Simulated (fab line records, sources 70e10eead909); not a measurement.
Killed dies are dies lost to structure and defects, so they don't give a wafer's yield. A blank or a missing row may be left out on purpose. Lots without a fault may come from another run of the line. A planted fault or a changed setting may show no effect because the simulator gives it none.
A struck lot beside a sound one | flow nand_harc | 14 steps out of a route of 1302
Sound: wafers L920.1, L920.4, L920.5. Struck: wafers L938.2, L938.5, L938.6. The cause comes at the end.
At each step with rows: each side's tool, then ch and its chambers, then its first start. Under that, the readings that differ: sound wafers | struck wafers | difference of the means | sigmas: that difference in standard deviations of wafers without a fault.
alike: readings whose means differ by less than 2 such deviations, and words and numbers that are the same on both sides. not compared: withheld readings, readings that some wafer has no value for, bounds like >300 that may hide the same value, and numbers for which the record gives no deviation and whose values overlap.
The two part at a step that has a row with sigmas, a row that says differs or no value, or rows on one side only. Numbers that don't overlap but have no deviation are shown without sigmas and don't part them. A reading that every wafer of one side lacks parts them only if that side has two wafers or more.

NHARC_A_CHANNEL_FILL_D1_ALD_15: deposits SiNx, target thk 2 nm, pulse time 60 s, ald cycles 19.
  sound on ald_sin_batch-02 ch 0; struck on ald_sin_batch-01 ch 0
  alike: chamber_pressure_Torr, precursor_pulse_height_rel
then, 3 steps without rows for these wafers: NHARC_A_CHANNEL_FILL_D1_ALD_16 (deposits SiO2, target thk 1.5 nm, pulse time 10 s, ald cycles 15); NHARC_A_CHANNEL_FILL_D1_ANNEAL_17 (time 1800 s); NHARC_A_CHANNEL_FILL_D1_CVD_18 (deposits poly-Si, target thk 3 nm).
NHARC_A_CHANNEL_FILL_D1_ETCHBACK_19: etches the open film in HBr/Cl2, target depth 5 nm, time 1.7 s.
  sound on rie_si-05 ch 0,1,3, day 11 02:52; struck on rie_si-06 ch 0,1,3, day 18 16:52
  alike: drypump_motor_current_A, oes_product_au, throttle_valve_pct
  not compared: rf_hours_counter_h
NHARC_A_CHANNEL_FILL_D1_ETCHBACK_20: etches the open film in C4F8/O2/Ar, target depth 27 nm, time 13.5 s.
  sound on rie_diel-03 ch 0,2,3, day 11 03:00; struck on rie_diel-03 ch 0,1,2, day 18 16:59
  alike: oes_product_au, rf_vpp_V
  not compared: rf_hours_counter_h
NHARC_A_CHANNEL_FILL_D1_STRIP_28: strips in O2, time 20 s.
  sound on rie_diel-03 ch 1,2, day 11 03:05; struck on rie_diel-03 ch 0,1,3, day 18 17:04
  alike: drypump_motor_current_A, oes_product_au, rf_vpp_V, showerhead_plenum_p_Torr, throttle_valve_pct
  not compared: rf_hours_counter_h
then, 4 steps without rows for these wafers: NHARC_A_CHANNEL_FILL_D1_PRECLEAN_21 (cleans in dHF, time 30 s); NHARC_A_CHANNEL_FILL_D1_SRD_23; NHARC_A_CHANNEL_FILL_D1_CVD_05 (deposits poly-Si, target thk 5 nm); NHARC_A_CHANNEL_FILL_D1_ANNEAL_22 (time 7200 s).
NHARC_A_CHANNEL_FILL_D1_ALD_25: deposits SiOx, target thk 60 nm, pulse time 10 s, ald cycles 600.
  sound on ald_hk-02 ch 1,3, day 11 15:27; struck on ald_hk-03 ch 2,3, day 19 03:07
  no value came back on the struck wafers for ald_cycles, heater_power_outer_w (W), heater_power_w (W), precursor_pulse_height_rel; on the sound wafers ald_cycles reads 600 600 600
  not compared: since_wet_clean_h
NHARC_A_CHANNEL_FILL_D1_ETCHBACK_08: etches the open film in C4F8, target depth 220 nm, time 110 s.
  sound on rie_diel-01 ch 0,2,3; struck on rie_diel-01 ch 1,2
  reading               | sound          | struck         | difference | sigmas
  oes_product_au (a.u.) | 1.01 1.02 0.98 | 0.93 0.93 0.93 | -0.07      | -2
  alike: rf_vpp_V
  not compared: rf_hours_counter_h
-- the record jumps here: 14 days lie between the struck wafers' starts before and after (it left off in module A_CHANNEL_FILL_D1 and takes up again in module END, whose first step shown is number 1302 of the route) --
NHARC_END_SORT_01:
  the record has rows for the struck wafers here (prober-01 ch 0, day 32 21:15) and none for the sound ones

WHERE THEY PART
First at NHARC_A_CHANNEL_FILL_D1_ALD_25; last, within this record, at NHARC_END_SORT_01.

WHY: what the simulator had put in
Skipped step whole: ald_hk-03, from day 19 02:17 on, at NHARC_A_CHANNEL_FILL_D1_ALD_25. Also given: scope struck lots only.
